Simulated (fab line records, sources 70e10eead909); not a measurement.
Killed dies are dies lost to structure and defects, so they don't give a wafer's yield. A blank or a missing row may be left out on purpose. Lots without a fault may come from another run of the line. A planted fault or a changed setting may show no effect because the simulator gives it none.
Which tool did it? | flow nand_harc | 14 lots, 42 wafers sampled, at 5 steps of a route of 1302

WHAT THE GAUGES READ, wafer by wafer
NHARC_A_BONDPAD_THK_MEAS_30: measures by ellipsometry. Usual: thk_nm 199.9 nm, standard deviation 1.4.
lot  | measured     | on            | thk_nm (nm)       | flag
L949 | day 22 20:25 | film_metro-02 | 201.6 199.5 198.0 |
L951 | day 23 07:15 | film_metro-01 | 198.8 199.6 201.2 |
L952 | day 23 22:32 | film_metro-01 | 197.9 199.5 198.4 |
L961 | day 26 22:50 | film_metro-01 | 199.4 200.4 202.1 |
L963 | day 29 17:28 | film_metro-02 | 200.9 200.1 200.1 |
L964 | day 29 05:10 | film_metro-01 | 199.0 198.7 196.6 |
L965 | day 29 23:50 | film_metro-01 | 200.2 197.8 198.8 |
L966 | day 30 06:32 | film_metro-01 | 201.4 199.7 200.8 |
L967 | day 30 23:33 | film_metro-02 | 199.2 202.4 200.6 |
L968 | day 30 05:38 | film_metro-02 | 198.4 200.8 196.6 |
L969 | day 31 05:35 | film_metro-01 | 202.2 200.4 201.7 |
L971 | day 33 23:18 | film_metro-02 | 200.6 200.8 200.7 |

NHARC_THIN_TSV_THK_MEAS_02: measures by ir. Usual: thk_nm 2938 nm, standard deviation 220.
lot  | measured     | on            | thk_nm (nm)    | flag
L949 | day 23 11:05 | film_metro-02 | 3150 3077 2972 |
L951 | day 23 21:47 | film_metro-01 | 2994 2911 2649 |
L952 | day 24 13:19 | film_metro-01 | 3263 3269 3148 |
L961 | day 27 12:51 | film_metro-02 | 2834 2956 2968 |
L963 | day 30 11:30 | film_metro-01 | 2699 2766 2732 |
L964 | day 29 19:47 | film_metro-01 | 2632 2613 2754 |
L965 | day 30 12:42 | film_metro-02 | 3418 3065 2978 |
L966 | day 30 21:24 | film_metro-02 | 3065 3177 3081 |
L967 | day 31 14:07 | film_metro-01 | 2811 2862 2756 |
L968 | day 30 20:11 | film_metro-02 | 2840 2791 2834 |
L969 | day 32 01:34 | film_metro-02 | 2988 2933 3105 |
L971 | day 34 15:08 | film_metro-01 | 2929 2977 2816 |

NHARC_END_SORT_01. Usual: killed_at_array 58, standard deviation 15; killed_at_other 0.8, standard deviation 1.2; killed_at_periphery 3.5, standard deviation 2.5; killed_dies 62, standard deviation 15; killed_open 3.2, standard deviation 1.7; killed_short 2.4, standard deviation 1.5.
lot  | measured     | on        | killed_at_array | killed_at_other | killed_at_periphery | killed_dies | killed_open | killed_short | flag
L953 | day 25 19:09 | prober-02 | 86 72 80        | 1 2 2           | 590 603 595         | 677 677 677 | 2 0 3       | 0 3 1        | OFF
L954 | day 25 19:49 | prober-01 | 43 48 58        | 1 0 1           | 633 629 618         | 677 677 677 | 4 5 2       | 2 2 4        | OFF

WHICH TOOL RAN EACH LOT (tool, then ch and the chambers of the sampled wafers, then the start)
lot  | NHARC_P_STI_HDPCVD_20          | NHARC_THIN_TSV_DEGAS_53
L949 | hdpcvd-01 ch 0,1, day 3 06:01  | pvd_sputter-03, day 23 17:04
L951 | hdpcvd-01 ch 0,1, day 4 02:25  | pvd_sputter-01, day 24 03:43
L952 | hdpcvd-01 ch 0,1, day 4 12:00  | pvd_sputter-02, day 24 19:13
L953 | hdpcvd-01 ch 0,1, day 4 22:06  | -
L954 | hdpcvd-01 ch 0,1, day 5 08:38  | -
L961 | hdpcvd-01 ch 0,1, day 8 04:04  | pvd_sputter-01, day 27 18:52
L963 | hdpcvd-01 ch 0,1, day 9 06:22  | pvd_sputter-01, day 30 17:13
L964 | hdpcvd-01 ch 0,1, day 9 10:37  | pvd_sputter-01, day 30 01:41
L965 | hdpcvd-01 ch 0,1, day 9 23:08  | pvd_sputter-03, day 30 18:32
L966 | hdpcvd-01 ch 0,1, day 10 10:10 | pvd_sputter-01, day 31 03:12
L967 | hdpcvd-01 ch 0,1, day 10 21:49 | pvd_sputter-02, day 31 19:49
L968 | hdpcvd-01 ch 0,1, day 11 06:37 | pvd_sputter-03, day 31 02:13
L969 | hdpcvd-01 ch 0,1, day 11 14:52 | pvd_sputter-03, day 32 07:24
L971 | hdpcvd-01 ch 1, day 13 14:44   | pvd_sputter-01, day 34 20:58
- NHARC_P_STI_HDPCVD_20: deposits SiO2.
- NHARC_THIN_TSV_DEGAS_53: time 60 s.

WHAT THE TOOLS THEMSELVES READ (means of the sampled wafers that have a number; where no wafer has one, the mark that the record gives instead)
NHARC_THIN_TSV_DEGAS_53. Usual: heater_power_w 467 W, standard deviation 41.
lot  | tool           | heater_power_w (W) | flag
L949 | pvd_sputter-03 | 507                |
L951 | pvd_sputter-01 | 469                |
L952 | pvd_sputter-02 | 430                |
L961 | pvd_sputter-01 | 480                |
L963 | pvd_sputter-01 | 448                |
L964 | pvd_sputter-01 | 464                |
L965 | pvd_sputter-03 | 456                |
L966 | pvd_sputter-01 | 472                |
L967 | pvd_sputter-02 | 474                |
L968 | pvd_sputter-03 | 462                |
L969 | pvd_sputter-03 | 464                |
L971 | pvd_sputter-01 | 469                |

THE ANSWER, worked out from the rows above alone
Rule: a lot is off if the mean of its wafers that have a number lies more than 3 standard deviations from the usual mean. A lot without any number at a reading at which 4 lots or more have one is off too. The other lots that the step has rows for count as sound. The gauges are gone through in route order, then the tools' own readings, and for those a lot's mean is taken as printed above. The first step at which some lot is off is used, and at that step the reading that is off furthest; a lot without a number counts as furthest.
Off: L953, L954, at NHARC_END_SORT_01 (killed_at_periphery). Neither off nor sound, because the step has no rows for them: L949, L951, L952, L961, L963, L964, L965, L966, L967, L968, L969, L971.
A tool fits if, at a process step before that reading, it ran every lot that is off, and no sound lot after the first of them. The gauges at NHARC_END_SORT_01 are tried like those tools. One fits: hdpcvd-01 at NHARC_P_STI_HDPCVD_20. It ran no sound lot before its first lot that is off in this sample, so the start can't be narrowed down.

WHAT THE SIMULATOR HAD PUT IN
Skipped step whole: hdpcvd-01, from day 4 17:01 on, at NHARC_P_STI_HDPCVD_20. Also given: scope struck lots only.
Lots struck among those shown: L953, L954. The rule above found the same.
